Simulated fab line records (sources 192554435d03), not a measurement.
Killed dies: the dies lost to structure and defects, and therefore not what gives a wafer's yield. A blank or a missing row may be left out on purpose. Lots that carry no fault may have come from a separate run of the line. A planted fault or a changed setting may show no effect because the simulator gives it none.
fab line records	flow n5-finfet
record lots=8	wafers=22	last-day=16
route steps=1938 shown BEOL_M4@1111 BEOL_M10@1522 BEOL_M11@1554 PASSIVATION@1936
lots with no fault: from the same line, run without faults
start-h: hours from the record's opening day to when the first of the lot's shown wafers began	wait-h: hours elapsed since this lot's preceding step	" repeats the value in the row above	L1.1+2: several wafers, shown together as one row	- no value, or no start was given	* or withheld: withheld	< > ~ a bound
route shown NAME@n: a module of which the file shows steps, and the number in the route of the first	usual: mean/standard deviation taken from wafers without a fault	same: alike in all rows	chamber/n: place in a boat	sites: each site's reading	_std_site: the values' standard deviation	_edge_site: the outer-site mean with the inner-site mean subtracted	radius-mm: how far each site lies from the wafer's centre	mask NAME#n: copy n	behind: the last tool/chamber to shape the wafer	hold: why the lot was held/for how many hours/how that ended	device: whichever transistor did not switch (one of n, p or np)	end of line: tests run on the same wafers once the route is complete	a step given without rows: its recipe and nothing more	killed: not the wafer's yield, but the dies lost to structure and defects at the first sort	map: a wafer's dies, x killed, . not, _ none there
set.NAME: the setting as run; set.NAME@STEP: as run at that earlier step	model.NAME: the simulator's own value behind a step, which no gauge read
steps of the route over a sample of lots; a table a step, a row a wafer
services: the hour from which a tool's chamber was out of use, counted from the record's first day as start-h (under 0 if before that day), plus the number of hours and why
## steps
# step N5_BEOL_M4_RC_MEAS_101
# usual DIBL_N=36.3/1	DIBL_P=36.2/1.4	IOFF_N=0.157/0.021	IOFF_P=0.206/0.025	ION_N=673/9	ION_P=461/6.4	SS_N=71.5/0.5	SS_P=73.2/0.47	VT_N=249.9/2.4	VT_P=-250.6/2.9
lot.wafer	tool	chamber	start-h	wait-h	DIBL_N[mV/V]	DIBL_P[mV/V]	IOFF_N[nA/um]	IOFF_P[nA/um]	ION_N[uA/um]	ION_P[uA/um]	SS_N[mV/dec]	SS_P[mV/dec]	VT_N[mV]	VT_P[mV]
L928.2	prober-01	0	168.26	0.2	35.0	35.5	0.131	0.174	674	456	71.2	72.7	252.7	-254.4
L928.5	"	0	"	"	35.3	34.7	0.128	0.170	664	452	71.7	73.0	252.4	-255.1
L928.6	"	0	"	"	35.6	35.7	0.131	0.179	665	456	70.8	72.5	254.0	-254.1
L929.3	prober-01	0	173.55	0.3	35.3	34.4	0.136	0.177	671	462	70.8	73.1	250.8	-251.1
L929.4	"	0	"	"	37.3	37.2	0.170	0.217	682	467	71.2	74.0	248.2	-250.9
L929.5	"	0	"	"	34.9	34.2	0.129	0.175	668	461	70.1	73.2	250.4	-252.8
L930.2	prober-02	0	178.17	0.2	36.3	36.9	0.150	0.209	659	457	71.7	72.9	252.3	-251.1
L930.4	"	0	"	"	35.5	36.1	0.134	0.194	657	452	71.6	73.6	255.2	-251.2
L930.6	"	0	"	"	37.9	38.2	0.171	0.225	669	461	72.7	74.3	250.0	-252.0
L938.5	prober-02	0	215.44	0.6	37.5	36.7	0.153	0.205	664	458	71.8	73.6	251.9	-251.3
L938.6	"	0	"	"	35.7	34.4	0.135	0.174	659	456	71.9	72.6	251.5	-251.5
L939.2	prober-01	0	234.04	0.2	36.5	35.9	0.161	0.207	675	461	71.6	72.9	248.3	-252.3
L939.6	"	0	"	"	35.5	35.2	0.155	0.199	674	469	71.9	72.5	249.1	-248.3
L944.1	prober-01	0	255.63	0.0	36.5	35.7	0.142	0.199	665	454	71.3	73.1	250.0	-250.1
L944.3	"	0	"	"	38.0	37.5	0.169	0.228	666	463	71.4	73.5	249.7	-248.1
L944.6	"	0	"	"	36.4	35.4	0.138	0.196	658	456	71.1	73.1	250.6	-253.0
L947.1	prober-02	0	281.11	0.0	37.5	35.7	0.148	0.179	665	448	71.8	73.4	251.7	-255.2
L947.4	"	0	"	"	35.4	34.3	0.120	0.157	667	455	70.2	72.9	252.6	-255.0
L947.5	"	0	"	"	35.9	34.6	0.132	0.162	660	455	72.1	72.3	252.5	-255.7
L949.1	prober-01	0	289.16	0.0	35.8	34.6	0.141	0.206	679	470	71.0	73.2	250.3	-247.9
L949.3	"	0	"	"	36.5	34.8	0.147	0.210	665	463	71.5	72.5	248.9	-246.2
L949.4	"	0	"	"	35.6	34.3	0.142	0.208	681	472	71.0	72.6	250.8	-247.9
# step N5_BEOL_M10_DEGAS_44
# recipe ambient=vacuum	temp-c=250	time-s=60
# usual heater-power-w=339/35
lot.wafer	tool	chamber	start-h	wait-h	heater-power-w
L928.2	pvd-sputter-03	-	221.03	0.7	313
L928.5	"	-	"	"	352
L928.6	"	-	"	"	304
L929.3	pvd-sputter-01	-	225.92	0.8	374
L929.4	"	-	"	"	331
L929.5	"	-	"	"	322
L930.2	pvd-sputter-03	-	230.45	0.3	294
L930.4	"	-	"	"	317
L930.6	"	-	"	"	349
L938.5	pvd-sputter-01	-	272.85	0.1	289
L938.6	"	-	"	"	365
L939.2	pvd-sputter-02	-	281.56	0.3	381
L939.6	"	-	"	"	368
L944.1	pvd-sputter-02	-	306.05	0.3	360
L944.3	"	-	"	"	299
L944.6	"	-	"	"	299
L947.1	pvd-sputter-03	-	336.61	0.7	310
L947.4	"	-	"	"	365
L947.5	"	-	"	"	391
L949.1	pvd-sputter-01	-	339.06	0.7	364
L949.3	"	-	"	"	370
L949.4	"	-	"	"	281
# step N5_BEOL_M10_CMP_52
# recipe stop-on=SiCOH_lowk	t-overpolish-s=7	down-force-psi=1	platen-rpm=50	clearing-platen-down-force-psi=1.5	clearing-platen-rpm=50	post-cmp-clean=cu-alkaline	target-thk-nm=140	clearing-platen-pad-velocity-m-s=0.99484	pad-velocity-m-s=0.99484
# usual barrier-field-endpoint-s=28.9/0.67	motor-current-A=6.2/0.67	overpolish-run-s=6.999/0.0089	retaining-ring-pressure-frac=1.000/0.0048	slurry-filter-dp-kPa=13.49/0.14	time-to-endpoint-s=66.3/2.6
# same t-overpolish-s=7
lot.wafer	tool	chamber	start-h	wait-h	barrier-field-endpoint-s	motor-current-A	overpolish-run-s	retaining-ring-pressure-frac	slurry-filter-dp-kPa	time-to-endpoint-s
L928.2	cmp-03	1	222.29	0.2	28.7	6.1	6.989	0.992	13.52	64.9
L928.6	"	0	"	"	29.3	5.8	6.999	0.998	13.45	65.2
L928.5	"	1	"	"	29.0	6.1	7.001	0.997	13.77	65.2
L929.3	cmp-03	2	227.11	0.2	28.5	5.7	6.993	1.002	13.40	63.3
L929.4	"	0	"	"	29.4	5.5	7.008	1.007	13.34	67.2
L929.5	"	2	"	"	28.2	5.8	6.988	1.007	13.46	63.5
L930.4	cmp-04	1	232.15	0.2	28.7	7.9	7.005	1.005	13.43	61.7
L930.2	"	2	"	"	28.1	6.9	6.993	1.012	13.67	64.7
L930.6	"	1	"	"	29.0	7.6	6.980	1.006	13.69	64.2
L938.6	cmp-03	0	274.54	0.2	29.1	5.3	7.014	1.006	13.58	67.1
L938.5	"	1	"	"	28.8	6.0	6.994	0.994	13.60	66.5
L939.2	cmp-04	3	283.47	0.3	27.5	6.3	7.004	0.999	13.49	63.8
L939.6	"	1	"	"	27.6	7.8	6.980	1.002	13.48	61.9
L944.3	cmp-04	2	308.03	0.2	28.5	6.8	6.988	1.005	13.41	68.8
L944.1	"	1	"	"	28.1	7.7	7.003	1.004	13.41	64.8
L944.6	"	3	"	"	28.3	6.1	6.985	1.003	13.69	64.4
L947.4	cmp-04	0	339.06	0.2	29.6	5.9	6.999	1.005	13.41	65.6
L947.1	"	1	"	"	28.4	8.0	6.994	0.999	13.17	67.8
L947.5	"	2	"	"	29.2	7.4	7.002	0.991	13.33	69.2
L949.3	cmp-04	3	340.60	0.2	29.5	5.8	7.000	0.994	13.49	69.4
L949.1	"	0	"	"	29.0	6.0	6.986	1.003	13.54	67.5
L949.4	"	1	"	"	28.7	7.3	6.989	1.005	13.39	67.0
# step N5_BEOL_M10_RS_MEAS_57
# recipe thk-meas-gauge=four-point-probe	reads=Cu_of_BEOL_M10_ECD_50+Co_of_BEOL_M10_CVD_75+TaN_of_BEOL_M10_ALD_74
# usual M10_RS=0.150/0.003
lot.wafer	tool	chamber	start-h	wait-h	M10_RS[ohm/sq]
L928.2	film-metro-02	-	222.68	0.1	0.157
L928.5	"	-	"	"	0.157
L928.6	"	-	"	"	0.153
L929.3	film-metro-01	-	227.53	0.1	0.152
L929.4	"	-	"	"	0.149
L929.5	"	-	"	"	0.150
L930.2	film-metro-01	-	232.54	0.1	0.152
L930.4	"	-	"	"	0.151
L930.6	"	-	"	"	0.150
L938.5	film-metro-02	-	274.82	0.0	0.154
L938.6	"	-	"	"	0.148
L939.2	film-metro-01	-	283.81	0.1	0.153
L939.6	"	-	"	"	0.156
L944.1	film-metro-02	-	308.46	0.1	0.149
L944.3	"	-	"	"	0.149
L944.6	"	-	"	"	0.148
L947.1	film-metro-01	-	339.41	0.1	0.150
L947.4	"	-	"	"	0.150
L947.5	"	-	"	"	0.150
L949.1	film-metro-01	-	340.99	0.1	0.148
L949.3	"	-	"	"	0.151
L949.4	"	-	"	"	0.143
# step N5_BEOL_M11_ETCH_62
# recipe chemistry=N2/H2	target=SOC	target-depth-a=1100	overetch-a=220	mask-material=SiARC	temp-c=40	time-s=165	ion-energy-ev=200	pressure-mtorr=30	source-w=840	bias-w=150	n2-flow-sccm=200	h2-flow-sccm=200
# usual drypump-motor-current-A=5.6/0.59	oes-product-au=0.67/0.076	rf-vpp-V=524/3.2	showerhead-plenum-p-Torr=2.53/0.11	temp-c=39.98/0.1	throttle-valve-pct=17.76/0.19
lot.wafer	tool	chamber	start-h	wait-h	drypump-motor-current-A	oes-product-au	rf-hours-counter-h	rf-vpp-V	showerhead-plenum-p-Torr	temp-c	throttle-valve-pct
L928.2	rie-diel-03	0	225.84	0.0	5.4	0.59	240	525	2.60	39.85	17.87
L928.5	"	0	"	"	5.4	0.59	-	527	2.60	40.01	17.89
L928.6	"	1	"	"	5.5	0.62	-	527	2.63	39.92	17.72
L929.3	rie-diel-05	1	230.56	0.0	6.0	0.80	8	522	2.51	39.99	17.93
L929.4	"	0	"	"	4.7	0.72	55	522	2.47	39.99	17.57
L929.5	"	2	"	"	6.2	0.60	-	520	2.42	40.08	17.93
L930.2	rie-diel-03	1	234.67	0.0	5.5	0.61	189	527	2.63	40.15	17.72
L930.4	"	3	"	"	5.2	0.64	139	519	2.35	39.81	17.68
L930.6	"	2	"	"	5.2	0.63	-	526	2.64	39.96	17.69
L938.5	rie-diel-03	1	278.10	0.1	5.5	0.61	-	526	2.62	40.01	17.76
L938.6	"	2	"	"	5.2	0.60	-	527	2.63	40.00	17.71
L939.2	rie-diel-03	0	285.78	0.0	5.4	0.83	2	524	2.60	39.97	17.49
L939.6	"	1	"	"	5.4	0.59	-	526	2.62	39.99	17.76
L944.1	rie-diel-01	2	310.46	0.0	6.4	0.61	218	525	2.62	39.90	18.32
L944.3	"	0	"	"	6.0	0.77	29	526	2.60	39.99	17.71
L944.6	"	1	"	"	5.8	0.71	-	527	2.68	40.04	17.58
L947.1	rie-diel-05	0	342.25	0.0	4.7	0.68	88	522	2.46	40.08	17.62
L947.4	"	1	"	"	6.0	0.73	41	521	2.49	40.02	17.98
L947.5	"	2	"	"	6.2	0.58	-	520	2.41	39.91	17.98
L949.1	rie-diel-01	0	343.11	0.0	6.0	0.76	40	525	2.60	39.99	17.70
L949.3	"	2	"	"	6.4	0.59	228	525	2.62	39.92	18.36
L949.4	"	3	"	"	4.9	0.72	48	524	2.59	40.19	17.48
# step N5_BEOL_M11_CD_MEAS_18
# recipe pitch-nm=140	target-cd-nm=70
# usual cd-nm=70.0/0.55
lot.wafer	tool	chamber	start-h	wait-h	cd-nm
L928.2	cd-sem-02	-	226.22	0.1	70.8
L928.5	"	-	"	"	70.5
L928.6	"	-	"	"	71.1
L929.3	cd-sem-01	-	230.93	0.1	69.2
L929.4	"	-	"	"	69.1
L929.5	"	-	"	"	69.6
L930.2	cd-sem-03	-	235.04	0.1	70.2
L930.4	"	-	"	"	70.5
L930.6	"	-	"	"	70.4
L938.5	cd-sem-02	-	278.41	0.0	69.8
L938.6	"	-	"	"	-
L939.2	cd-sem-02	-	286.15	0.1	69.6
L939.6	"	-	"	"	-
L944.1	cd-sem-02	-	310.83	0.0	69.2
L944.3	"	-	"	"	69.7
L944.6	"	-	"	"	69.2
L947.1	cd-sem-03	-	342.71	0.0	69.6
L947.4	"	-	"	"	68.9
L947.5	"	-	"	"	69.0
L949.1	cd-sem-02	-	343.51	0.0	70.9
L949.3	"	-	"	"	70.8
L949.4	"	-	"	"	71.7
# step N5_BEOL_M11_VIA_ETCH_34
# recipe chemistry=C4F6/O2	target=SiCOH_lowk	target-depth-a=1845	mask-material=SOC	taper-deg=4	time-s=69.2	ion-energy-ev=250	pressure-mtorr=30	source-w=345	bias-w=185	Ar_flow_sccm=300	C4F6_flow_sccm=10	O2_flow_sccm=10
# usual drypump-motor-current-A=5.7/0.65	oes_f_703_au=0.80/0.089	oes-product-au=0.80/0.095	rf-vpp-V=663/6.1	showerhead-plenum-p-Torr=2.83/0.11	throttle-valve-pct=20.84/0.17
lot.wafer	tool	chamber	start-h	wait-h	drypump-motor-current-A	oes_f_703_au	oes-product-au	rf-hours-counter-h	rf-vpp-V	showerhead-plenum-p-Torr	throttle-valve-pct
L928.2	rie-diel-05	3	229.61	0.0	6.8	0.77	0.76	161	653	2.74	21.01
L928.5	"	3	"	"	6.8	0.76	0.75	-	652	2.74	21.02
L928.6	"	0	"	"	4.7	0.86	0.85	-	657	2.78	20.75
L929.3	rie-diel-03	3	232.10	0.0	5.2	0.76	0.76	138	660	2.63	20.72
L929.4	"	2	"	"	5.2	0.74	0.74	166	661	2.94	20.76
L929.5	"	1	"	"	5.5	0.72	0.73	-	671	2.94	20.79
L930.2	rie-diel-01	0	235.97	0.0	6.0	1.01	1.01	3	667	2.91	20.72
L930.4	"	3	"	"	4.9	0.92	0.94	12	661	2.92	20.59
L930.6	"	2	"	"	6.4	0.73	0.72	-	662	2.93	21.25
L938.5	rie-diel-05	3	280.70	0.0	6.8	0.76	0.74	-	653	2.74	21.05
L938.6	"	0	"	"	4.7	0.84	0.37	-	657	2.78	20.63
L939.2	rie-diel-05	3	287.53	0.0	6.7	0.76	0.74	179	653	2.73	21.04
L939.6	"	3	"	"	6.8	0.76	0.32	-	655	2.73	20.89
L944.1	rie-diel-01	2	312.41	0.0	6.4	0.73	0.71	219	662	2.93	21.27
L944.3	"	0	"	"	6.0	0.93	0.93	30	666	2.89	20.77
L944.6	"	0	"	"	6.0	0.93	0.93	-	667	2.89	20.77
L949.1	rie-diel-05	3	345.41	0.0	6.8	0.74	0.73	196	653	2.73	21.06
L949.3	"	0	"	"	4.7	0.82	0.81	89	657	2.77	20.82
L949.4	"	2	"	"	6.2	0.69	0.68	225	657	2.70	21.07
L947.1	rie-diel-01	3	346.03	0.0	4.9	0.86	0.87	49	661	2.91	20.66
L947.4	"	2	"	"	6.4	0.72	0.70	229	661	2.92	21.27
L947.5	"	2	"	"	6.4	0.72	0.71	-	662	2.92	21.28
# step N5_BEOL_M11_OCD_MEAS_38
# usual trench-depth-nm=149.9/2.5
lot.wafer	tool	chamber	start-h	wait-h	trench-depth-nm
L928.2	ocd-01	-	229.90	-	147.1
L928.5	"	-	"	"	146.4
L928.6	"	-	"	"	150.2
L929.3	ocd-01	-	232.39	-	147.0
L929.4	"	-	"	"	147.7
L929.5	"	-	"	"	151.2
L930.2	ocd-02	-	236.26	-	155.0
L930.4	"	-	"	"	155.4
L930.6	"	-	"	"	150.0
L938.5	ocd-02	-	280.96	-	150.1
L938.6	"	-	"	"	15.2
L939.2	ocd-01	-	287.82	-	147.8
L939.6	"	-	"	"	12.6
L944.1	ocd-01	-	312.69	-	148.1
L944.3	"	-	"	"	153.1
L944.6	"	-	"	"	152.0
L949.1	ocd-01	-	345.70	-	147.9
L949.3	"	-	"	"	150.6
L949.4	"	-	"	"	145.6
L947.1	ocd-01	-	346.31	-	152.3
L947.4	"	-	"	"	148.1
L947.5	"	-	"	"	147.4
# step N5_BEOL_M11_CD_MEAS_35
# recipe target-cd-nm=70	polarity=opening
# usual cd-nm=70.0/0.56
lot.wafer	tool	chamber	start-h	wait-h	cd-nm
L928.2	cd-sem-03	-	230.05	0.0	71.0
L928.5	"	-	"	"	70.4
L928.6	"	-	"	"	70.6
L929.3	cd-sem-03	-	232.54	0.0	69.0
L929.4	"	-	"	"	68.9
L929.5	"	-	"	"	69.6
L930.2	cd-sem-03	-	236.41	0.0	70.3
L930.4	"	-	"	"	70.3
L930.6	"	-	"	"	70.4
L938.5	cd-sem-01	-	281.12	0.0	69.7
L938.6	"	-	"	"	-
L939.2	cd-sem-02	-	287.97	0.0	69.5
L939.6	"	-	"	"	-
L944.1	cd-sem-01	-	312.84	0.0	69.1
L944.3	"	-	"	"	69.2
L944.6	"	-	"	"	69.0
L949.1	cd-sem-03	-	345.85	0.0	71.3
L949.3	"	-	"	"	71.0
L949.4	"	-	"	"	71.1
L947.1	cd-sem-01	-	346.46	0.0	70.1
L947.4	"	-	"	"	69.1
L947.5	"	-	"	"	69.3
# step N5_PASSIVATION_PROBE_49
# usual defect-limited-yield=91.1/1.3	killed_at_M0_to_M3=36/10	killed_at_M4_up=14/4.4	killed-at-contacts=14/5.7	killed-at-front-end=39/9.4	killed-at-other=2.9/2.6	killed-dies=105/15	killed-on-rim=14/3.5	killed-open=70/12	killed-short=34/7.1	sort_bin_5_function=5.3/0.77	sort_bin_6_memory=3.3/0.66	sort-n-pass=1075/15	sort-yield-pct=91.1/1.3
# same gross-dies=1180	killed-at-back-side=0	sort_bin_4_leakage[%]=0	sort_bin_8_speed[%]=0
lot.wafer	tool	chamber	start-h	wait-h	defect-limited-yield[%]	killed_at_M0_to_M3	killed_at_M4_up	killed-at-contacts	killed-at-front-end	killed-at-other	killed-dies	killed-on-rim	killed-open	killed-short	sort_bin_5_function[%]	sort_bin_6_memory[%]	sort-n-pass	sort-yield-pct[%]
L938.5	prober-02	-	318.71	0.2	91.4	44	13	11	33	1	102	12	65	35	5.3	3.1	1078	91.4
L938.6	prober-02	-	318.76	0.3	14.5	40	916	14	38	1	1009	128	83	26	81.4	3.8	171	14.5
L939.2	prober-02	-	323.93	0.1	94.4	20	9	15	21	1	66	4	47	16	3.4	2.1	1114	94.4
L939.6	prober-02	-	324.13	0.3	12.5	18	969	17	23	5	1032	119	44	29	85.1	2.0	148	12.5
# killed by level:class
L938.5 BEOL_M0_SAQP:geometric-particle:open=11 BEOL_M0_SAQP:geometric-particle:short=10 BEOL_M1:geometric-particle:open=10 STI_FIN_REVEAL:geometric-particle:open=9 MOL_CONTACT_COAG:geometric-particle:open=8 STARTING-WAFER:geometric-particle:short=6 BEOL_M2:geometric-particle:open=6 GATE_CUT:geometric-particle:short=4
L938.6 BEOL_M11:area-etch=898 BEOL_M2:geometric-particle:open=16 MOL_CONTACT_COAG:geometric-particle:open=13 BEOL_M4:geometric-particle:open=9 STI_FIN_REVEAL:geometric-particle:open=8 GATE_CUT:geometric-particle:short=7 FIN_SAQP:geometric-particle:open=6 BEOL_M0_SAQP:geometric-particle:open=6
L939.2 MOL_CONTACT_COAG:geometric-particle:open=12 BEOL_M3:geometric-particle:open=6 STI_FIN_REVEAL:geometric-particle:open=5 BEOL_M1:geometric-particle:open=5 DUMMY_GATE:geometric-particle:open=4 BEOL_M0_SAQP:geometric-particle:short=4 MOL_CONTACT_COAG:geometric-particle:short=3 BEOL_M1:geometric-particle:short=3
L939.6 BEOL_M11:area-etch=959 MOL_CONTACT_COAG:geometric-particle:open=12 BEOL_M3:geometric-particle:open=7 MOL_CONTACT_COAG:geometric-particle:short=5 FIN_SAQP:geometric-particle:short=4 ILD0:geometric-particle:short=4 BEOL_M0_SAQP:geometric-particle:short=4 BEOL_M5:geometric-particle:open=4
## services
tool	chamber	start-h	hours	kind
rie-diel-01	0	197.61	-	clean
rie-diel-01	0	197.61	-	consumable-replace:focus-ring
rie-diel-01	0	197.61	26.5	scheduled-down
rie-diel-01	0	197.61	26.5	vent-cycle
rie-diel-01	-	202.49	2.8	pm
cmp-03	-	240.49	0.4	repair
rie-diel-01	2	247.19	13.3	repair
rie-diel-03	2	251.67	11.3	repair
rie-diel-03	0	263.00	-	clean
rie-diel-03	0	263.00	-	consumable-replace:focus-ring
rie-diel-03	0	263.00	18.7	scheduled-down
rie-diel-03	0	263.00	18.7	vent-cycle
cmp-04	-	265.89	4.0	pm
cmp-04	-	269.89	-	consumable-replace:conditioner
cmp-04	-	269.89	-	consumable-replace:pad
rie-diel-01	2	276.08	10.4	repair
cmp-03	-	281.07	4.0	pm
cmp-03	-	285.07	-	consumable-replace:conditioner
cmp-03	-	285.07	-	consumable-replace:pad
cmp-04	-	288.90	1.0	repair
rie-diel-03	1	291.76	7.9	repair
## key
first-sign step=N5_BEOL_M11_CD_MEAS_18	reading=cd-nm	direction=missing
effect step=N5_BEOL_M11_VIA_ETCH_34	reading=oes-product-au	direction=down	sigmas=4.8	usual=0.80	struck=0.34
effect step=N5_BEOL_M11_OCD_MEAS_38	reading=trench-depth-nm	direction=down	sigmas=55	usual=149.9	struck=13.9
effect step=N5_BEOL_M11_CD_MEAS_35	reading=cd-nm	direction=missing
effect step=N5_PASSIVATION_PROBE_49	reading=killed_at_M4_up	direction=up	sigmas=99+	usual=14	struck=942
more-kills-born-at N5_BEOL_M11_ETCH_62@rie-diel-03=1857
met-at N5_BEOL_M11_ETCH_62
struck-lots L938,L939
struck-wafers L938.6,L939.6
later-rows-left-out L938.6,L939.6
not-acting-at N5_BEOL_M10_DEGAS_44,N5_BEOL_M10_CMP_52,N5_BEOL_M10_RS_MEAS_57
onset-between 234.67 278.10
fault kind=process-parameter-drift	tool=rie-diel-03	chamber=-	onset-h=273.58	steps=N5_BEOL_M11_ETCH_62	channel=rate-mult	offset=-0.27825	shape=step	end-h=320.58	scope=struck-wafers-only
# later-rows-left-out: the simulator's readings of these wafers behind a module that went badly wrong aren't trusted and aren't shown, but for the sort
